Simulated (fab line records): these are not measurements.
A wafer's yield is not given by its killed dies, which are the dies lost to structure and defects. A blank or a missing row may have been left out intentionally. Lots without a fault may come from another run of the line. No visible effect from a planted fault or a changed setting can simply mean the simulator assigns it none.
fab line records	flow n5-finfet
record lots=3	wafers=9	last-day=18
route steps=1938 shown BEOL_M4@1100 BEOL_M5@1112 PASSIVATION@1936
lots untouched by any fault: they come from a run of this same line in which no faults occurred
start-h: the number of hours between the record's first day and the start of the first shown wafer of the lot	wait-h: hours elapsed since this lot's preceding step	" same as the row above	L1.1+2: several wafers, shown together as one row	- no value, or no start given	* or withheld: withheld	< > ~ a bound
route shown NAME@n: NAME is a module with steps in the file, n the number in the route of the first one	usual: average and standard deviation across the fault-free wafers	same: alike in all rows	chamber/n: place in a boat	sites: readings site by site	_std_site: the standard deviation of these	_edge_site: mean of outer sites minus mean of inner sites	radius-mm: how far each site lies from the wafer's centre	mask NAME#n: copy n	behind: tool/chamber where the wafer was last shaped	hold: cause of the lot's hold/its duration in hours/its outcome	device: transistor that didn't switch, given as n, p or np	end of line: the tests these same wafers got at the end of their route	step lacking rows: just its recipe	killed: dies that structure and defects cost at the first sort, which is not the same as the wafer's yield	map: dies across one wafer; x = killed, . = not, _ = none there
set.NAME: the setting the step ran with; set.NAME@STEP: the setting that earlier step ran with	model.NAME: the simulator's own value behind a step, which no gauge read
a table for each step, a row for each wafer; lots at some steps of the route
services: from which hour (start-h, from the record's first day; less than 0 if before it) a tool's chamber was out of use, for how many hours, and why
## steps
# step N5_BEOL_M4_SPUTTER_96
# recipe material=Cu	target-thk-a=45	temp-c=-20	chamber-pressure-pa=0.07	power-w=withheld	time-s=8.29
# step N5_BEOL_M4_ECD_50
# recipe material=Cu	target-thk-a=3000
# step N5_BEOL_M4_ANNEAL_51
# recipe temp-c=225	time-s=90	ambient=N2
# step N5_BEOL_M4_CMP_52
# recipe stop-on=SiOC	t-overpolish-s=6.8	down-force-psi=1	platen-rpm=50	clearing-platen-down-force-psi=1.5	clearing-platen-rpm=50	post-cmp-clean=cu-alkaline	target-thk-nm=40	clearing-platen-pad-velocity-m-s=0.99484	pad-velocity-m-s=0.99484
# step N5_BEOL_M4_PRE_CLEAN_60
# recipe gas=NH3/H2	time-s=15	temp-c=*	rf-power-w=300
# step N5_BEOL_M4_CO_CAP_55
# recipe material=Co	target-thk-a=20	temp-c=200	precursor=CCTBA/H2	pressure-torr=30	time-s=102.1
# step N5_BEOL_M4_PRE_CLEAN_56
# recipe gas=NH3	time-s=15	temp-c=withheld	rf-power-w=300
# step N5_BEOL_M4_DEP_57
# recipe material=SiCN	target-thk-a=80	temp-c=withheld	precursor=3MS/NH3	pressure-torr=3	rf-w=202	time-s=14
# step N5_BEOL_M5_ILD_DEP_00
# recipe material=SiCOH_lowk	target-thk-a=1406.4	temp-c=300	precursor=DEMS/porogen	pressure-torr=5	rf-w=500	time-s=25.9
# usual heater-power-w=274/27	rf-fwd-power-W=495.3/1.8	showerhead-plenum-p-Torr=5.732/0.011	susceptor-temp-C=300.01/0.18	throttle-valve-pct=13.7/0.52
lot.wafer	tool	chamber	start-h	wait-h	heater-power-w	rf-fwd-power-W	showerhead-plenum-p-Torr	susceptor-temp-C	throttle-valve-pct	model.SiCOH_lowk_of_BEOL_M5_ILD_DEP_00.thk-nm
L251.1	pecvd-04	1	230.80	0.8	282	496.9	5.754	300.18	14.1	137
L251.3	"	2	"	"	253	497.5	5.714	300.16	13.3	138.8
L251.6	"	1	"	"	288	496.2	5.735	299.87	14.1	140.6
L258.2	pecvd-04	1	269.75	0.7	262	497.8	5.717	293.46	13.7	145.8
L258.4	"	0	"	"	321	498.5	5.721	300.15	13.9	141.2
L258.5	"	2	"	"	296	495.5	5.710	299.92	13.7	143.4
L266.3	pecvd-02	0	316.33	0.5	238	497.4	5.721	300.06	13.3	138.4
L266.4	"	2	"	"	269	497.4	5.744	299.82	13.8	140.8
L266.6	"	0	"	"	237	494.9	5.734	300.18	13.5	140.4
# step N5_BEOL_M5_CURE_79
# recipe temp-c=385	time-s=240	ambient=He/Ar	material=SiCOH_lowk
# step N5_BEOL_M5_PECVD_70
# recipe material=SiO2	target-thk-a=160	temp-c=400	precursor=TEOS/O2	pressure-torr=5.5	rf-w=450	teos-flow-sccm=53.8	gas=O2	flow-sccm=3000	time-s=18
# step N5_BEOL_M5_HM_DEP_02
# recipe material=TiN	target-thk-a=200	temp-c=25	chamber-pressure-pa=0.49996
# step N5_BEOL_M5_COAT_59
# recipe resist=SOC	temp-c=250	time-s=60	spin-rpm=1500	resist-thk-nm=60
# step N5_BEOL_M5_COAT_60
# recipe resist=SiARC	temp-c=220	time-s=60	spin-rpm=1500	resist-thk-nm=12
# step N5_BEOL_M5_COAT_71
# recipe resist=underlayer	temp-c=205	time-s=60	spin-rpm=1500	resist-thk-nm=5
# step N5_BEOL_M5_COAT_05
# recipe resist=CAR-EUV	spin-rpm=1500	resist-thk-nm=30
# step N5_BEOL_M5_EBR_07
# recipe solvent=PGMEA	ebr-width-mm=1.5
# step N5_BEOL_M5_SOFTBAKE_06
# recipe temp-c=110	time-s=60	resist=CAR-EUV
# step N5_BEOL_M5_EXPOSE_08
# recipe mask-id=M5	na=0.33	source-shape=annular	sigma-inner=0.4	sigma-outer=0.8	polarization=unpolarized	target-cd-nm=28	dose-mj=35.75
# step N5_BEOL_M5_PEB_09
# recipe peb-temp-c=100	peb-time-s=60	resist=CAR-EUV
# step N5_BEOL_M5_DEVELOP_10
# recipe develop-time-s=30	developer=TMAH	resist=CAR-EUV	rinse-liquid=surfactant-rinse	dry=air-spin	dev-temp-c=23
# step N5_BEOL_M5_DESCUM_16
# recipe chemistry=O2	time-s=7	source-power-w=50	bias-power-w=20	pressure-mtorr=20	rf-frequency-hz=2.712e+07	temp-c=40	resist=CAR-EUV	o2-flow-sccm=225
# step N5_BEOL_M5_ETCH_72
# recipe chemistry=N2/H2	target=underlayer	target-depth-a=65	mask-material=CAR-EUV	time-s=5.2	ion-energy-ev=200	pressure-mtorr=30	source-w=840	bias-w=150	n2-flow-sccm=200	h2-flow-sccm=200	ends=cleared
# step N5_BEOL_M5_ETCH_61
# recipe chemistry=CF4	target=SiARC	target-depth-a=156	mask-material=CAR-EUV	time-s=26	ion-energy-ev=80	pressure-mtorr=40	source-w=545	bias-w=36	Ar_flow_sccm=100	cf4-flow-sccm=100	ends=cleared
# step N5_BEOL_M5_ETCH_62
# recipe chemistry=N2/H2	target=SOC	target-depth-a=750	overetch-a=150	mask-material=SiARC	temp-c=40	time-s=112.5	ion-energy-ev=200	pressure-mtorr=30	source-w=840	bias-w=150	n2-flow-sccm=200	h2-flow-sccm=200
# step N5_BEOL_M5_STRIP_63
# recipe chemistry=N2/H2	temp-c=40	n2-flow-sccm=200	h2-flow-sccm=200	rf-frequency-hz=6e+07
# step N5_BEOL_M5_STRIP_73
# recipe chemistry=N2/H2	temp-c=40	n2-flow-sccm=200	h2-flow-sccm=200	rf-frequency-hz=6e+07
# step N5_BEOL_M5_STRIP_64
# recipe chemistry=CF4	resist=SiARC	power-w=300	bias-power-w=75	pressure-mtorr=50	cf4-flow-sccm=150	rf-frequency-hz=6e+07
# step N5_BEOL_M5_HM_OPEN_17
# recipe chemistry=Cl2/BCl3	target-depth-a=200	overetch-a=60	target=TiN	mask-material=SOC	ion-energy-ev=150	pressure-mtorr=10	icp-w=1000	bias-w=126	Cl2_flow_sccm=53.25	bcl3-flow-sccm=21.75	Ar_flow_sccm=25
# step N5_BEOL_M5_STRIP_19
# recipe chemistry=O2	power-w=400	temp-c=40	pressure-mtorr=30	rf-frequency-hz=6e+07	bias-power-w=0	overash-fraction=0.2	o2-flow-sccm=225
# step N5_BEOL_M5_COAT_65
# recipe resist=SOC	temp-c=250	time-s=60	spin-rpm=1500	resist-thk-nm=60
# step N5_BEOL_M5_COAT_66
# recipe resist=SiARC	temp-c=220	time-s=60	spin-rpm=1500	resist-thk-nm=12
# step N5_BEOL_M5_COAT_74
# recipe resist=underlayer	temp-c=205	time-s=60	spin-rpm=1500	resist-thk-nm=5
# step N5_BEOL_M5_CMP_52
# recipe stop-on=SiCOH_lowk	t-overpolish-s=6.9	down-force-psi=1	platen-rpm=50	clearing-platen-down-force-psi=1.5	clearing-platen-rpm=50	post-cmp-clean=cu-alkaline	target-thk-nm=62	clearing-platen-pad-velocity-m-s=0.99484	pad-velocity-m-s=0.99484
# usual barrier-field-endpoint-s=24.8/0.55	motor-current-A=6.1/0.82	overpolish-run-s=6.900/0.0097	slurry-filter-dp-kPa=13.48/0.14	slurry-flow-ml-min=150.0/0.43	time-to-endpoint-s=62/3.4
# same t-overpolish-s=6.9
lot.wafer	tool	chamber	start-h	wait-h	barrier-field-endpoint-s	motor-current-A	overpolish-run-s	slurry-filter-dp-kPa	slurry-flow-ml-min	time-to-endpoint-s	model.SiCOH_lowk_of_BEOL_M5_ILD_DEP_00.thk-nm
L251.1	cmp-03	0	241.26	0.3	23.6	5.4	6.891	13.59	150.0	56	114.8
L251.3	"	2	"	"	24.3	6.6	6.889	13.28	149.6	63	116.4
L251.6	"	1	"	"	23.8	7.4	6.913	13.39	150.4	56	118
L258.2	cmp-01	2	282.21	0.2	25.1	6.7	6.907	13.61	149.9	69	122.4
L258.4	"	0	"	"	25.5	6.8	6.913	13.39	149.9	64	118.6
L258.5	"	3	"	"	25.3	5.8	6.918	13.37	149.6	63	120.4
L266.4	cmp-03	2	330.41	0.5	25.3	7.1	6.903	13.49	150.0	66	118.2
L266.3	"	3	"	"	24.5	5.8	6.912	13.46	150.4	61	116
L266.6	"	2	"	"	25.4	7.0	6.896	13.21	150.5	64	117.8
# step N5_PASSIVATION_PROBE_49
# usual defect-limited-yield=91.0/1.5	killed_at_M0_to_M3=35/12	killed_at_M4_up=15/5.8	killed-at-contacts=14/7.2	killed-at-front-end=40/10	killed-at-other=3/3	killed-dies=106/18	killed-open=68/14	killed-short=35/7.2	sort_bin_5_function=5.2/0.96	sort_bin_6_memory=3.3/0.69	sort-n-pass=1074/18	sort-yield-pct=91.0/1.5
# same gross-dies=1180	killed-at-back-side=0	sort_bin_4_leakage[%]=0	sort_bin_8_speed[%]=0
lot.wafer	tool	chamber	start-h	wait-h	defect-limited-yield[%]	killed_at_M0_to_M3	killed_at_M4_up	killed-at-contacts	killed-at-front-end	killed-at-other	killed-dies	killed-open	killed-short	sort_bin_5_function[%]	sort_bin_6_memory[%]	sort-n-pass	sort-yield-pct[%]
L251.1	prober-02	-	335.43	0.0	90.7	29	17	18	44	2	110	77	31	5.0	4.0	1070	90.7
L251.3	prober-02	-	335.53	0.1	91.9	24	19	19	30	3	95	66	29	4.9	3.1	1085	91.9
L251.6	prober-02	-	335.68	0.3	91.1	36	17	15	35	2	105	62	43	5.0	3.7	1075	91.1
# killed by level:class
L251.1 MOL_CONTACT_COAG:geometric-particle:open=18 STI_FIN_REVEAL:geometric-particle:open=12 FIN_SAQP:geometric-particle:short=10 BEOL_M4:geometric-particle:open=9 BEOL_M3:geometric-particle:open=8 GATE_CUT:geometric-particle:open=6 BEOL_M1:geometric-particle:short=5 STARTING-WAFER:geometric-particle:short=5
L251.3 BEOL_M4:geometric-particle:open=13 MOL_CONTACT_COAG:geometric-particle:open=12 MOL_CONTACT_COAG:geometric-particle:short=7 STI_FIN_REVEAL:geometric-particle:open=6 DUMMY_GATE:geometric-particle:short=6 DUMMY_GATE:geometric-particle:open=6 BEOL_M3:geometric-particle:open=6 BEOL_M0_SAQP:geometric-particle:open=5
L251.6 MOL_CONTACT_COAG:geometric-particle:open=12 FIN_SAQP:geometric-particle:short=10 BEOL_M2:geometric-particle:open=9 BEOL_M0_SAQP:geometric-particle:short=8 FIN_SAQP:geometric-particle:open=7 BEOL_M4:geometric-particle:open=7 BEOL_M0_SAQP:geometric-particle:open=6 BEOL_M1:geometric-particle:short=4
## services
tool	chamber	start-h	hours	kind
cmp-01	-	229.35	2.4	repair
cmp-01	-	254.12	4.0	pm
cmp-01	-	258.12	-	consumable-replace:conditioner
cmp-01	-	258.12	-	consumable-replace:pad
cmp-03	-	269.54	1.4	repair
cmp-03	-	270.96	7.4	pm
pecvd-04	1	285.89	2.1	scheduled-down
cmp-01	-	289.24	5.8	pm
## key
first-sign step=N5_BEOL_M5_ILD_DEP_00	reading=susceptor-temp-C	direction=down	sigmas=36	usual=*	struck=*
effect none on later readings
model-effect step=N5_BEOL_M5_ILD_DEP_00	value=SiCOH_lowk_of_BEOL_M5_ILD_DEP_00.thk-nm	without=140.4	struck=145.8
model-effect step=N5_BEOL_M5_CMP_52	value=SiCOH_lowk_of_BEOL_M5_ILD_DEP_00.thk-nm	without=117.8	struck=122.4
met-at N5_BEOL_M5_ILD_DEP_00
struck-wafers L258.2
onset-between 230.80 269.75
fault kind=process-parameter-drift	tool=pecvd-04	chamber=1	onset-h=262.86	steps=N5_BEOL_M5_ILD_DEP_00	channel=temp-c	offset=*	shape=step	end-h=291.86	acts-in=*	stated=*
